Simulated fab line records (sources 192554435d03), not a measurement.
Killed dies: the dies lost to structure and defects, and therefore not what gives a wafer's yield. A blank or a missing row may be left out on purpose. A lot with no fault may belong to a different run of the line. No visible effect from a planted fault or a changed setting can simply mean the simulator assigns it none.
What tool caused it? + flow n5 finfet + 22 lots, 66 wafers sampled, at 6 steps of a route of 1938

WHAT EACH GAUGE READ, for each wafer
The record lacks any reading of a measuring or inspecting step that a usual standard deviation could be used to judge.

EACH LOT AND THE TOOL THAT RAN IT (in order: tool; ch and the chambers of the sampled wafers; start)
| lot  | N5_BEOL_M1_HM_OPEN_17             | N5_BEOL_M1_DESCUM_33               | N5_BEOL_M1_TRENCH_ETCH_37                     | N5_BEOL_M1_ETCH_41                            | N5_BEOL_M1_SPUTTER_48        | N5_BEOL_M1_ANNEAL_49         |
|------|-----------------------------------|------------------------------------|-----------------------------------------------|-----------------------------------------------|------------------------------|------------------------------|
| L074 | rie metal-02 ch 0,1, day 6 02:44  | rie diel-01 ch 0,3, day 6 03:47    | rie diel-03 ch 0,2,3, day 6 08:36 or earlier  | rie diel-03 ch 0,2,3, day 6 08:36 or earlier  | pvd sputter-01, day 6 08:36  | pvd sputter-01, day 6 08:41  |
| L075 | rie metal-02 ch 0, day 6 06:47    | rie diel-03 ch 0,1,2, day 6 07:25  | rie diel-03 ch 0,2,3, day 6 10:05 or earlier  | rie diel-03 ch 0,2,3, day 6 10:05 or earlier  | pvd sputter-03, day 6 10:05  | pvd sputter-03, day 6 10:10  |
| L076 | rie metal-03 ch 0,1, day 6 16:42  | rie diel-03 ch 1,2,3, day 6 17:30  | rie diel-04 ch 0,2,3, day 6 20:16 or earlier  | rie diel-04 ch 0,2,3, day 6 20:16 or earlier  | pvd sputter-03, day 6 20:16  | pvd sputter-03, day 6 20:20  |
| L078 | rie metal-02 ch 1, day 7 04:53    | rie diel-01 ch 1,2,3, day 7 05:36  | rie diel-04 ch 0,1,3, day 7 11:17 or earlier  | rie diel-04 ch 0,1,3, day 7 11:17 or earlier  | pvd sputter-03, day 7 11:17  | pvd sputter-03, day 7 11:22  |
| L079 | rie metal-02 ch 1, day 7 10:27    | rie diel-04 ch 1,3, day 7 11:17    | rie diel-01 ch 0,2,3, day 7 15:43 or earlier  | rie diel-01 ch 0,2,3, day 7 15:43 or earlier  | pvd sputter-01, day 7 15:43  | pvd sputter-01, day 7 15:47  |
| L080 | rie metal-02 ch 0,1, day 7 15:34  | rie diel-03 ch 0,1,3, day 7 16:10  | rie diel-04 ch 0,1,3, day 7 18:24 or earlier  | rie diel-04 ch 0,1,3, day 7 18:24 or earlier  | pvd sputter-03, day 7 18:24  | pvd sputter-03, day 7 18:29  |
| L081 | rie metal-01 ch 0,1, day 7 18:52  | rie diel-04 ch 0,2,3, day 7 19:29  | rie diel-04 ch 1,2,3, day 7 21:49 or earlier  | rie diel-04 ch 1,2,3, day 7 21:49 or earlier  | pvd sputter-01, day 7 21:49  | pvd sputter-01, day 7 21:53  |
| L082 | rie metal-02 ch 0,1, day 8 06:17  | rie diel-03 ch 0,1, day 8 06:55    | rie diel-01 ch 1,2, day 8 11:40 or earlier    | rie diel-01 ch 1,2, day 8 11:40 or earlier    | pvd sputter-01, day 8 11:40  | pvd sputter-01, day 8 11:46  |
| L083 | rie metal-02 ch 0,1, day 8 06:38  | rie diel-04 ch 0,1,3, day 8 07:22  | rie diel-01 ch 0,1,2, day 8 19:37 or earlier  | rie diel-01 ch 0,1,2, day 8 19:37 or earlier  | pvd sputter-03, day 8 19:37  | pvd sputter-03, day 8 19:41  |
| L084 | rie metal-03 ch 0,1, day 8 17:15  | rie diel-01 ch 1,2, day 8 18:04    | rie diel-03 ch 0,1,3, day 9 02:29 or earlier  | rie diel-03 ch 0,1,3, day 9 02:29 or earlier  | pvd sputter-01, day 9 02:29  | pvd sputter-01, day 9 02:35  |
| L085 | rie metal-01 ch 1, day 9 02:17    | rie diel-01 ch 0,1,2, day 9 03:01  | rie diel-04 ch 0,1, day 9 07:03 or earlier    | rie diel-04 ch 0,1, day 9 07:03 or earlier    | pvd sputter-02, day 9 07:03  | pvd sputter-02, day 9 07:08  |
| L087 | rie metal-03 ch 0,1, day 9 09:47  | rie diel-01 ch 0,3, day 9 10:30    | rie diel-01 ch 1,2, day 9 13:12 or earlier    | rie diel-01 ch 1,2, day 9 13:12 or earlier    | pvd sputter-01, day 9 13:12  | pvd sputter-01, day 9 13:17  |
| L086 | rie metal-01 ch 1, day 9 10:31    | rie diel-01 ch 1,3, day 9 11:14    | rie diel-01 ch 0,2,3, day 9 22:47 or earlier  | rie diel-01 ch 0,2,3, day 9 22:47 or earlier  | pvd sputter-03, day 9 22:47  | pvd sputter-03, day 9 22:52  |
| L088 | rie metal-01 ch 1, day 9 19:58    | rie diel-01 ch 0,1,2, day 9 20:37  | rie diel-04 ch 0,1, day 10 20:09 or earlier   | rie diel-04 ch 0,1, day 10 20:09 or earlier   | pvd sputter-03, day 10 20:09 | pvd sputter-03, day 10 20:14 |
| L089 | rie metal-02 ch 0,1, day 9 23:27  | rie diel-03 ch 0,1,2, day 10 00:35 | rie diel-01 ch 0,3, day 10 03:05 or earlier   | rie diel-01 ch 0,3, day 10 03:05 or earlier   | pvd sputter-03, day 10 03:05 | pvd sputter-03, day 10 03:10 |
| L090 | rie metal-03 ch 0,1, day 10 06:24 | rie diel-03 ch 2,3, day 10 07:04   | rie diel-03 ch 0,3, day 10 23:08 or earlier   | rie diel-03 ch 0,3, day 10 23:08 or earlier   | pvd sputter-03, day 10 23:08 | pvd sputter-03, day 10 23:13 |
| L091 | rie metal-01 ch 0,1, day 10 06:35 | rie diel-01 ch 0,1,3, day 10 07:12 | rie diel-01 ch 1,2, day 10 16:37 or earlier   | rie diel-01 ch 1,2, day 10 16:37 or earlier   | pvd sputter-02, day 10 16:37 | pvd sputter-02, day 10 16:42 |
| L092 | rie metal-01 ch 0,1, day 10 10:45 | rie diel-04 ch 0,1,3, day 10 11:38 | rie diel-03 ch 0,1,2, day 11 01:40 or earlier | rie diel-03 ch 0,1,2, day 11 01:40 or earlier | pvd sputter-01, day 11 01:40 | pvd sputter-01, day 11 01:45 |
| L093 | rie metal-01 ch 0,1, day 10 20:11 | rie diel-03 ch 0,3, day 10 20:56   | rie diel-03 ch 0,2,3, day 11 15:50 or earlier | rie diel-03 ch 0,2,3, day 11 15:50 or earlier | pvd sputter-03, day 11 15:50 | pvd sputter-03, day 11 15:55 |
| L094 | rie metal-02 ch 0,1, day 11 01:43 | rie diel-01 ch 0,3, day 11 02:21   | rie diel-01 ch 0,1,3, day 12 01:17 or earlier | rie diel-01 ch 0,1,3, day 12 01:17 or earlier | pvd sputter-03, day 12 01:17 | pvd sputter-03, day 12 01:22 |
| L096 | rie metal-03 ch 0,1, day 11 18:40 | rie diel-03 ch 0,1,2, day 11 19:27 | rie diel-03 ch 0,1,3, day 12 08:26 or earlier | rie diel-03 ch 0,1,3, day 12 08:26 or earlier | pvd sputter-02, day 12 08:26 | pvd sputter-02, day 12 08:31 |
| L097 | rie metal-01 ch 1, day 12 04:10   | rie diel-03 ch 0,1,2, day 12 05:02 | rie diel-03 ch 0,1,3, day 12 15:38 or earlier | rie diel-03 ch 0,1,3, day 12 15:38 or earlier | pvd sputter-01, day 12 15:38 | pvd sputter-01, day 12 15:43 |
- N5_BEOL_M1_HM_OPEN_17: chemistry Cl2/BCl3, target TiN, target depth 20 nm, overetch 6 nm.
- N5_BEOL_M1_DESCUM_33: chemistry O2, time 7 s.
- N5_BEOL_M1_TRENCH_ETCH_37: etches SiOC in C4F6/O2, target depth 55.207 nm, time 29 s.
- N5_BEOL_M1_ETCH_41: etches SiCN in CH3F/O2, target depth 31.9 nm, time 57.8 s.
- N5_BEOL_M1_SPUTTER_48: material Cu, target thk 4.5 nm, time 8.29 s.
- N5_BEOL_M1_ANNEAL_49: time 240 s.

AS READ BY THE TOOLS THEMSELVES (means over the sampled wafers that have a number; for cases with no such wafer, the mark the record gives instead)
N5_BEOL_M1_HM_OPEN_17.
| lot  | tool         | bcl3 flow sccm (sccm) | drypump motor current A (A) | oes product au (a.u.) | throttle valve pct (%) |
|------|--------------|-----------------------|-----------------------------|-----------------------|------------------------|
| L074 | rie metal-02 | 21.77                 | 5.5                         | 0.57                  | 22.42                  |
| L075 | rie metal-02 | 21.78                 | 5.7                         | 0.55                  | 22.44                  |
| L076 | rie metal-03 | 21.73                 | 6.1                         | 0.64                  | 22.12                  |
| L078 | rie metal-02 | 21.76                 | 5.2                         | 0.60                  | 22.37                  |
| L079 | rie metal-02 | 21.81                 | 5.3                         | 0.59                  | 22.39                  |
| L080 | rie metal-02 | 21.71                 | 5.4                         | 0.57                  | 22.42                  |
| L081 | rie metal-01 | 21.74                 | 5.7                         | 0.55                  | 22.22                  |
| L082 | rie metal-02 | 21.77                 | 5.5                         | 0.57                  | 22.41                  |
| L083 | rie metal-02 | 21.77                 | 5.4                         | 0.58                  | 22.41                  |
| L084 | rie metal-03 | 21.75                 | 6.3                         | 0.61                  | 22.18                  |
| L085 | rie metal-01 | 21.67                 | 5.7                         | 0.55                  | 22.15                  |
| L087 | rie metal-03 | 21.71                 | 6.1                         | 0.63                  | 22.15                  |
| L086 | rie metal-01 | 21.81                 | 5.7                         | 0.56                  | 22.14                  |
| L088 | rie metal-01 | 21.76                 | 5.7                         | 0.56                  | 22.12                  |
| L089 | rie metal-02 | 21.73                 | 5.4                         | 0.57                  | 22.42                  |
| L090 | rie metal-03 | 21.72                 | 6.3                         | 0.60                  | 22.20                  |
| L091 | rie metal-01 | 21.75                 | 5.6                         | 0.66                  | 22.16                  |
| L092 | rie metal-01 | 21.80                 | 5.7                         | 0.65                  | 22.17                  |
| L093 | rie metal-01 | 21.79                 | 5.7                         | 0.64                  | 22.17                  |
| L094 | rie metal-02 | 21.69                 | 5.5                         | 0.55                  | 22.44                  |
| L096 | rie metal-03 | 21.78                 | 6.1                         | 0.62                  | 22.14                  |
| L097 | rie metal-01 | 21.72                 | 5.7                         | 0.55                  | 22.15                  |

N5_BEOL_M1_DESCUM_33.
| lot  | tool        | bias power w (W) | drypump motor current A (A) | o2 flow sccm (sccm) | oes product au (a.u.) | rf vpp V (V) | showerhead plenum p Torr (Torr) | throttle valve pct (%) |
|------|-------------|------------------|-----------------------------|---------------------|-----------------------|--------------|---------------------------------|------------------------|
| L074 | rie diel-01 | 20.06            | 6.2                         | 224.4               | 0.71                  | 243.3        | 2.10                            | 20.29                  |
| L075 | rie diel-03 | 20.02            | 5.3                         | 224.4               | 0.75                  | 243.6        | 2.16                            | 20.78                  |
| L076 | rie diel-03 | 19.99            | 5.7                         | 224.4               | 0.80                  | 244.1        | 2.14                            | 20.64                  |
| L078 | rie diel-01 | 20.01            | 6.0                         | 224.3               | 0.75                  | 243.8        | 2.11                            | 20.43                  |
| L079 | rie diel-04 | 19.99            | 6.0                         | 224.8               | 0.77                  | 242.8        | 2.05                            | 20.55                  |
| L080 | rie diel-03 | 19.93            | 5.8                         | 225.0               | 0.77                  | 243.2        | 2.11                            | 20.64                  |
| L081 | rie diel-04 | 19.98            | 5.7                         | 225.0               | 0.72                  | 243.2        | 2.10                            | 20.44                  |
| L082 | rie diel-03 | 19.97            | 5.7                         | 224.6               | 0.73                  | 244.5        | 2.15                            | 20.74                  |
| L083 | rie diel-04 | 19.98            | 6.0                         | 224.6               | 0.74                  | 243.7        | 2.08                            | 20.49                  |
| L084 | rie diel-01 | 19.94            | 5.9                         | 224.7               | 0.75                  | 243.2        | 2.10                            | 20.51                  |
| L085 | rie diel-01 | 20.06            | 6.0                         | 224.9               | 0.81                  | 242.6        | 2.06                            | 20.34                  |
| L087 | rie diel-01 | 20.03            | 6.2                         | 224.2               | 0.81                  | 243.6        | 2.14                            | 20.16                  |
| L086 | rie diel-01 | 19.96            | 6.2                         | 225.0               | 0.72                  | 242.5        | 2.05                            | 20.47                  |
| L088 | rie diel-01 | 20.05            | 6.0                         | 224.9               | 0.80                  | 242.0        | 2.06                            | 20.35                  |
| L089 | rie diel-03 | 19.95            | 5.3                         | 225.7               | 0.74                  | 242.8        | 2.16                            | 20.81                  |
| L090 | rie diel-03 | 19.96            | 5.3                         | 225.0               | 0.79                  | 243.4        | 2.14                            | 20.74                  |
| L091 | rie diel-01 | 19.98            | 6.2                         | 225.7               | 0.79                  | 243.1        | 2.07                            | 20.27                  |
| L092 | rie diel-04 | 19.97            | 6.0                         | 224.1               | 0.74                  | 242.9        | 2.07                            | 20.51                  |
| L093 | rie diel-03 | 19.91            | 5.9                         | 224.6               | 0.79                  | 241.2        | 2.06                            | 20.57                  |
| L094 | rie diel-01 | 19.96            | 6.1                         | 224.8               | 0.86                  | 243.3        | 2.09                            | 20.09                  |
| L096 | rie diel-03 | 19.97            | 5.3                         | 224.8               | 0.73                  | 243.7        | 2.15                            | 20.83                  |
| L097 | rie diel-03 | 20.04            | 5.3                         | 225.2               | 0.72                  | 243.1        | 2.15                            | 20.84                  |

N5_BEOL_M1_TRENCH_ETCH_37.
| lot  | tool        | drypump motor current A (A) | oes product au (a.u.) | rf vpp V (V) | showerhead plenum p Torr (Torr) | throttle valve pct (%) |
|------|-------------|-----------------------------|-----------------------|--------------|---------------------------------|------------------------|
| L074 | rie diel-03 | 5.4                         | 0.79                  | 664          | 2.87                            | 21.09                  |
| L075 | rie diel-03 | 5.4                         | 0.79                  | 664          | 2.87                            | 21.07                  |
| L076 | rie diel-04 | 5.7                         | 0.72                  | 676          | 2.88                            | 20.98                  |
| L078 | rie diel-04 | 6.0                         | 0.75                  | 676          | 2.85                            | 21.01                  |
| L079 | rie diel-01 | 6.0                         | 0.73                  | 666          | 2.91                            | 20.83                  |
| L080 | rie diel-04 | 6.0                         | 0.74                  | 676          | 2.85                            | 21.00                  |
| L081 | rie diel-04 | 5.8                         | 0.74                  | 671          | 2.80                            | 21.09                  |
| L082 | rie diel-01 | 5.9                         | 0.74                  | 657          | 2.89                            | 21.09                  |
| L083 | rie diel-01 | 6.0                         | 0.81                  | 667          | 2.83                            | 20.86                  |
| L084 | rie diel-03 | 5.8                         | 0.78                  | 669          | 2.86                            | 21.01                  |
| L085 | rie diel-04 | 6.0                         | 0.76                  | 672          | 2.81                            | 21.04                  |
| L087 | rie diel-01 | 5.9                         | 0.74                  | 657          | 2.88                            | 21.11                  |
| L086 | rie diel-01 | 6.0                         | 0.81                  | 665          | 2.91                            | 20.73                  |
| L088 | rie diel-04 | 6.0                         | 0.74                  | 672          | 2.80                            | 21.05                  |
| L089 | rie diel-01 | 6.2                         | 0.81                  | 671          | 2.90                            | 20.59                  |
| L090 | rie diel-03 | 5.5                         | 0.75                  | 659          | 2.83                            | 21.12                  |
| L091 | rie diel-01 | 6.0                         | 0.71                  | 663          | 2.80                            | 21.11                  |
| L092 | rie diel-03 | 5.3                         | 0.73                  | 669          | 2.92                            | 21.21                  |
| L093 | rie diel-03 | 5.4                         | 0.76                  | 664          | 2.86                            | 21.13                  |
| L094 | rie diel-01 | 6.2                         | 0.77                  | 672          | 2.82                            | 20.74                  |
| L096 | rie diel-03 | 5.8                         | 0.75                  | 668          | 2.85                            | 21.05                  |
| L097 | rie diel-03 | 5.8                         | 0.75                  | 668          | 2.85                            | 21.06                  |

N5_BEOL_M1_ETCH_41.
| lot  | tool        | drypump motor current A (A) | oes product au (a.u.) | rf vpp V (V) | showerhead plenum p Torr (Torr) | throttle valve pct (%) |
|------|-------------|-----------------------------|-----------------------|--------------|---------------------------------|------------------------|
| L074 | rie diel-03 | 5.4                         | 0.80                  | 296.6        | 2.02                            | 16.50                  |
| L075 | rie diel-03 | 5.4                         | 0.79                  | 297.4        | 2.02                            | 16.51                  |
| L076 | rie diel-04 | 5.7                         | 0.72                  | 297.4        | 2.02                            | 16.45                  |
| L078 | rie diel-04 | 6.0                         | 0.74                  | 297.2        | 2.00                            | 16.46                  |
| L079 | rie diel-01 | 6.0                         | 0.74                  | 297.6        | 2.05                            | 16.31                  |
| L080 | rie diel-04 | 6.0                         | 0.75                  | 296.5        | 2.00                            | 16.47                  |
| L081 | rie diel-04 | 5.7                         | 0.74                  | 296.1        | 1.97                            | 16.56                  |
| L082 | rie diel-01 | 5.9                         | 0.74                  | 297.7        | 2.03                            | 16.53                  |
| L083 | rie diel-01 | 6.1                         | 0.80                  | 297.0        | 1.99                            | 16.31                  |
| L084 | rie diel-03 | 5.8                         | 0.77                  | 298.6        | 2.01                            | 16.48                  |
| L085 | rie diel-04 | 6.0                         | 0.75                  | 296.9        | 1.97                            | 16.51                  |
| L087 | rie diel-01 | 5.9                         | 0.73                  | 297.9        | 2.02                            | 16.54                  |
| L086 | rie diel-01 | 6.0                         | 0.81                  | 296.2        | 2.04                            | 16.17                  |
| L088 | rie diel-04 | 6.0                         | 0.73                  | 296.7        | 1.97                            | 16.53                  |
| L089 | rie diel-01 | 6.2                         | 0.81                  | 299.2        | 2.04                            | 16.04                  |
| L090 | rie diel-03 | 5.4                         | 0.77                  | 296.7        | 1.99                            | 16.54                  |
| L091 | rie diel-01 | 6.1                         | 0.71                  | 295.9        | 1.96                            | 16.55                  |
| L092 | rie diel-03 | 5.3                         | 0.72                  | 298.0        | 2.05                            | 16.67                  |
| L093 | rie diel-03 | 5.4                         | 0.75                  | 296.4        | 2.01                            | 16.57                  |
| L094 | rie diel-01 | 6.2                         | 0.76                  | 296.4        | 1.98                            | 16.21                  |
| L096 | rie diel-03 | 5.8                         | 0.75                  | 296.7        | 2.00                            | 16.52                  |
| L097 | rie diel-03 | 5.8                         | 0.75                  | 297.5        | 2.00                            | 16.51                  |

N5_BEOL_M1_SPUTTER_48.
| lot  | tool           | susceptor temp C (C) | throttle valve pct (%) |
|------|----------------|----------------------|------------------------|
| L074 | pvd sputter-01 | -19.91               | 29.6                   |
| L075 | pvd sputter-03 | -19.99               | 30.1                   |
| L076 | pvd sputter-03 | -19.91               | 30.2                   |
| L078 | pvd sputter-03 | -19.95               | 29.7                   |
| L079 | pvd sputter-01 | -19.98               | 30.2                   |
| L080 | pvd sputter-03 | -20.06               | 30.1                   |
| L081 | pvd sputter-01 | -19.92               | 29.7                   |
| L082 | pvd sputter-01 | -20.08               | 30.0                   |
| L083 | pvd sputter-03 | -20.01               | 29.7                   |
| L084 | pvd sputter-01 | -19.98               | 30.8                   |
| L085 | pvd sputter-02 | -20.06               | 30.4                   |
| L087 | pvd sputter-01 | -19.84               | 30.2                   |
| L086 | pvd sputter-03 | -19.91               | 29.4                   |
| L088 | pvd sputter-03 | -20.04               | 30.3                   |
| L089 | pvd sputter-03 | -19.88               | 29.8                   |
| L090 | pvd sputter-03 | -19.95               | 30.3                   |
| L091 | pvd sputter-02 | -20.06               | 30.2                   |
| L092 | pvd sputter-01 | -20.03               | 30.0                   |
| L093 | pvd sputter-03 | -20.04               | 29.9                   |
| L094 | pvd sputter-03 | -20.00               | 29.4                   |
| L096 | pvd sputter-02 | -20.03               | 30.4                   |
| L097 | pvd sputter-01 | -20.08               | 29.5                   |

N5_BEOL_M1_ANNEAL_49.
| lot  | tool           | heater power w (W) | susceptor temp C (C) |
|------|----------------|--------------------|----------------------|
| L074 | pvd sputter-01 | 935                | 400.20               |
| L075 | pvd sputter-03 | 788                | 400.00               |
| L076 | pvd sputter-03 | 799                | 400.14               |
| L078 | pvd sputter-03 | 809                | 400.06               |
| L079 | pvd sputter-01 | 889                | 400.08               |
| L080 | pvd sputter-03 | 795                | 400.07               |
| L081 | pvd sputter-01 | 927                | 400.08               |
| L082 | pvd sputter-01 | 895                | 399.90               |
| L083 | pvd sputter-03 | 821                | 399.96               |
| L084 | pvd sputter-01 | 863                | 399.96               |
| L085 | pvd sputter-02 | 875                | 399.91               |
| L087 | pvd sputter-01 | 891                | 399.75               |
| L086 | pvd sputter-03 | 837                | 399.92               |
| L088 | pvd sputter-03 | 794                | 400.10               |
| L089 | pvd sputter-03 | 833                | 399.77               |
| L090 | pvd sputter-03 | 795                | 399.80               |
| L091 | pvd sputter-02 | 776                | 400.24               |
| L092 | pvd sputter-01 | 913                | 400.03               |
| L093 | pvd sputter-03 | 804                | 399.86               |
| L094 | pvd sputter-03 | 822                | 400.14               |
| L096 | pvd sputter-02 | 772                | 399.92               |
| L097 | pvd sputter-01 | 941                | 399.71               |

THE ANSWER, worked out from the rows above alone
Rule: usual is defined by the lots themselves. The widest of any qualifying gaps counts: lots, ordered by their means at a reading, are off when they make up no more than a third of the lots, leave a main group of 4 or more, and stand apart from it by 3 or more times the standard deviation of that group's means. Not used: any main group whose means are identical at the precision the tables above print for the reading. A lot without any number at a reading at which 4 lots or more have one is off too. All remaining lots with rows at the step are treated as sound. First the gauges in route order, then the tools' own readings, where a lot's mean is used as printed above. At the first step where some lot is off, the reading lying furthest off is the one used; lots without a number count as furthest.
No lot is off at any reading shown: from this, nothing can be told.

WHAT THE SIMULATOR HAD INSERTED
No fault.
